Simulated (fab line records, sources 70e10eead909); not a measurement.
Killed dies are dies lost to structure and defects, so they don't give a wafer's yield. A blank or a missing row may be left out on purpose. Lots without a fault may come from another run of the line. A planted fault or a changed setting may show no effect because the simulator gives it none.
Chamber matching | flow nand_harc | NHARC_A_BONDPAD_CMP_29 on cmp-03: 4 sister chambers
The step polishes SiCN, target thk 200 nm. 16 wafers are shown with their chamber, then 8 later ones without.

WAFERS WITH THEIR CHAMBER
wafer  | chamber | motor_current_A (A)
L078.2 | 1       | 11.2
L078.3 | 3       | 12.5
L078.6 | 3       | 11.8
L079.2 | 2       | 13.0
L079.4 | 3       | 11.7
L079.6 | 1       | 11.3
L081.1 | 0       | 11.2
L081.5 | 0       | 11.4
L081.6 | 1       | 10.9
L083.1 | 0       | 11.6
L083.4 | 1       | 10.7
L083.6 | 1       | 10.9
L085.2 | 1       | 10.5
L085.3 | 2       | 12.6
L085.5 | 1       | 10.6
L088.3 | 1       | 10.9

SIGNATURES (means of the wafers above)
reading         | chamber 0 | chamber 1 | chamber 2 | chamber 3 | scatter within a chamber
motor_current_A | 11.400    | 10.875    | 12.800    | 12.000    | 0.299
Rule: a wafer's distance from a chamber is the root of the sum, over the readings, of the square of ((its reading less the chamber's mean) divided by the reading's scatter). The wafer belongs to the nearest chamber; if the next one is less than 2 further off, it can't be placed. The scatter: the root of (the sum of the squares of (reading less its chamber's mean) over the shown wafers, divided by (wafers less chambers)).

WAFERS WITHOUT THEIR CHAMBER
wafer  | motor_current_A (A)
L088.4 | 10.7
L088.6 | 11.3
L092.1 | 11.4
L092.2 | 12.2
L092.6 | 12.5
L093.2 | 11.0
L093.3 | 10.9
L093.4 | 12.2

WHICH CHAMBER EACH WENT THROUGH
wafer  | from the rows above     | in truth
L088.4 | can't be placed: 1 or 0 | 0
L088.6 | can't be placed: 0 or 1 | 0
L092.1 | can't be placed: 0 or 1 | 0
L092.2 | can't be placed: 3 or 2 | 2
L092.6 | can't be placed: 2 or 3 | 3
L093.2 | can't be placed: 1 or 0 | 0
L093.3 | can't be placed: 1 or 0 | 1
L093.4 | can't be placed: 3 or 2 | 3
Placed correctly: 0 of 8. Can't be placed from these rows: 8 (the true chamber is among the candidates in 8). Placed wrongly: 0.
